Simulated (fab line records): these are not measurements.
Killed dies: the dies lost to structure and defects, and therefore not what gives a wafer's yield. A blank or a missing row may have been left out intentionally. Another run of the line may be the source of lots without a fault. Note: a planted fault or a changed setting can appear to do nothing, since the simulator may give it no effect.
Lot-split experiment / flow n5 finfet / 21 wafers read across 7 lots, on a route 1938 steps long

ABOUT THE SPLIT
At N5_FIN_SAQP_PEB_14 (peb time 60 s), the setting peb time s was moved away from the recipe's 60 s on 6 of the 21 wafers read, by -8.4% to +21.8%. For the rest of the wafers, this setting stayed at what the recipe calls for.

BETWEEN THE SPLIT AND THE READING: the file shows 1 step in between
- N5_FIN_SAQP_DEVELOP_15: develop time 30 s

THE READING
cd nm (nm) at N5_FIN_SAQP_CD_MEAS_16, where the cd target is 35.6 nm. Fault-free wafers of this fab line usually give 35.63 nm, standard deviation 0.29 nm.

wafer=L083.3; tool, chamber at the split=litho track-05, 0; peb time s as run, s=54.99; against the recipe=-8.4%; cd nm, nm=36.21; against lot-mates on the recipe=+0.85
wafer=L083.4; tool, chamber at the split=litho track-05, 0; peb time s as run, s=60; against the recipe=recipe; cd nm, nm=35.37; against lot-mates on the recipe=-
wafer=L083.6; tool, chamber at the split=litho track-05, 0; peb time s as run, s=60; against the recipe=recipe; cd nm, nm=35.34; against lot-mates on the recipe=-
wafer=L089.2; tool, chamber at the split=litho track-02, 0; peb time s as run, s=60; against the recipe=recipe; cd nm, nm=35.80; against lot-mates on the recipe=-
wafer=L089.5; tool, chamber at the split=litho track-02, 0; peb time s as run, s=60; against the recipe=recipe; cd nm, nm=35.72; against lot-mates on the recipe=-
wafer=L089.6; tool, chamber at the split=litho track-02, 0; peb time s as run, s=65.25; against the recipe=+8.7%; cd nm, nm=34.71; against lot-mates on the recipe=-1.05
wafer=L090.1; tool, chamber at the split=litho track-02, 0; peb time s as run, s=60; against the recipe=recipe; cd nm, nm=35.40; against lot-mates on the recipe=-
wafer=L090.2; tool, chamber at the split=litho track-02, 0; peb time s as run, s=60; against the recipe=recipe; cd nm, nm=35.80; against lot-mates on the recipe=-
wafer=L090.6; tool, chamber at the split=litho track-02, 0; peb time s as run, s=60; against the recipe=recipe; cd nm, nm=35.49; against lot-mates on the recipe=-
wafer=L091.2; tool, chamber at the split=litho track-05, 0; peb time s as run, s=60; against the recipe=recipe; cd nm, nm=35.48; against lot-mates on the recipe=-
wafer=L091.4; tool, chamber at the split=litho track-05, 0; peb time s as run, s=55.75; against the recipe=-7.1%; cd nm, nm=36.73; against lot-mates on the recipe=+1.25
wafer=L091.5; tool, chamber at the split=litho track-05, 0; peb time s as run, s=55.75; against the recipe=-7.1%; cd nm, nm=36.79; against lot-mates on the recipe=+1.31
wafer=L092.1; tool, chamber at the split=litho track-02, 0; peb time s as run, s=73.11; against the recipe=+21.8%; cd nm, nm=32.96; against lot-mates on the recipe=-2.50
wafer=L092.3; tool, chamber at the split=litho track-02, 0; peb time s as run, s=73.11; against the recipe=+21.8%; cd nm, nm=32.96; against lot-mates on the recipe=-2.50
wafer=L092.5; tool, chamber at the split=litho track-02, 0; peb time s as run, s=60; against the recipe=recipe; cd nm, nm=35.46; against lot-mates on the recipe=-
wafer=L094.2; tool, chamber at the split=litho track-05, 0; peb time s as run, s=60; against the recipe=recipe; cd nm, nm=36.15; against lot-mates on the recipe=-
wafer=L094.4; tool, chamber at the split=litho track-05, 0; peb time s as run, s=60; against the recipe=recipe; cd nm, nm=35.86; against lot-mates on the recipe=-
wafer=L094.6; tool, chamber at the split=litho track-05, 0; peb time s as run, s=60; against the recipe=recipe; cd nm, nm=35.72; against lot-mates on the recipe=-
wafer=L097.1; tool, chamber at the split=litho track-02, 0; peb time s as run, s=60; against the recipe=recipe; cd nm, nm=35.88; against lot-mates on the recipe=-
wafer=L097.2; tool, chamber at the split=litho track-02, 0; peb time s as run, s=60; against the recipe=recipe; cd nm, nm=35.83; against lot-mates on the recipe=-
wafer=L097.4; tool, chamber at the split=litho track-02, 0; peb time s as run, s=60; against the recipe=recipe; cd nm, nm=35.27; against lot-mates on the recipe=-

THE FIT
A straight line over all 21 wafers: cd nm changes by -0.122 nm for each +1% of peb time s; r = -0.97; the points scatter about the line by 0.26 nm.
The same after taking each lot's own level away (the mean of its wafers on the recipe; 21 wafers): -0.121 nm for each +1%; r = -0.98; scatter 0.2 nm.
According to that fit, moving peb time s by its largest amount changes the reading by 2.6 nm.
From 35.355 to 35.910 nm: that is the span of the lots' own levels, equal to 1.9 times the standard deviation above.
So the lot-to-lot level changes the slope little: the two slopes agree.
Check: -2.66 nm against its lot-mates is what the line predicts for one of the wafers moved furthest among these (+21.8%) when that wafer is left out of the fit. It came out at -2.5 nm against them.

ADDITIONAL SPLITS CARRIED BY THESE WAFERS
Before the reading, these wafers also passed through other splits. Each is held against what the fit with the lots' levels taken away leaves over:
other split on the same wafers=N5_WELL_APT_PEB_06 peb time s; wafers away from the commonest value=8; r with cd nm (lot level and that fit taken away)=+0.13
other split on the same wafers=N5_WELL_APT_DESCUM_13 time s; wafers away from the commonest value=6; r with cd nm (lot level and that fit taken away)=+0.45
other split on the same wafers=N5_PMOS_HMC_CHANNEL_EPI_PEB_07 peb temp c; wafers away from the commonest value=8; r with cd nm (lot level and that fit taken away)=+0.12
other split on the same wafers=N5_PMOS_HMC_CHANNEL_EPI_DEVELOP_08 develop time s; wafers away from the commonest value=10; r with cd nm (lot level and that fit taken away)=-0.20

THE FILE'S OWN FIT
cd nm changes by -0.119 nm for each +1% of peb time s, r = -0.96.
